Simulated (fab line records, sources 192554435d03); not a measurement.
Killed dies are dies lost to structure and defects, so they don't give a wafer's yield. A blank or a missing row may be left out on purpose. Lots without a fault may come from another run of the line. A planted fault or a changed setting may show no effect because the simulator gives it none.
Chamber matching | flow n5_finfet | N5_BEOL_M4_STRIP_19 on rie_diel-03: 4 sister chambers
The step strips in O2. 4 wafers are shown with their chamber, then 9 later ones without.

WAFERS WITH THEIR CHAMBER
wafer  | chamber | showerhead_plenum_p_Torr (Torr)
L075.1 | 1       | 2.21
L076.3 | 2       | 2.16
L079.5 | 3       | 2.08
L079.6 | 0       | 2.07

WAFERS WITHOUT THEIR CHAMBER
wafer  | showerhead_plenum_p_Torr (Torr)
L085.4 | 2.15
L085.5 | 2.08
L085.6 | 2.06
L080.1 | 2.15
L080.4 | 2.08
L080.6 | 2.06
L097.2 | 2.06
L097.3 | 2.07
L097.5 | 2.20

WHICH CHAMBER EACH WENT THROUGH
wafer  | from the rows above     | in truth
L085.4 | 2                       | 2
L085.5 | can't be placed: 3 or 0 | 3
L085.6 | can't be placed: 0 or 3 | 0
L080.1 | 2                       | 2
L080.4 | can't be placed: 3 or 0 | 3
L080.6 | can't be placed: 0 or 3 | 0
L097.2 | can't be placed: 0 or 3 | 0
L097.3 | can't be placed: 0 or 3 | 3
L097.5 | 1                       | 1
Placed correctly: 3 of 9. Can't be placed from these rows: 6 (the true chamber is among the candidates in 6). Placed wrongly: 0.
How it was worked out, from the rows above alone: a wafer's distance from a chamber is the root of the sum, over the readings, of the square of ((its reading less the chamber's mean) divided by the reading's scatter). The wafer belongs to the nearest chamber; if the next one is less than 2 further off, it can't be placed. A chamber's mean is the mean of its shown wafers. The scatter: with one shown wafer a chamber, the root of the mean of the squares of how far each hidden wafer lies from its nearest shown one.
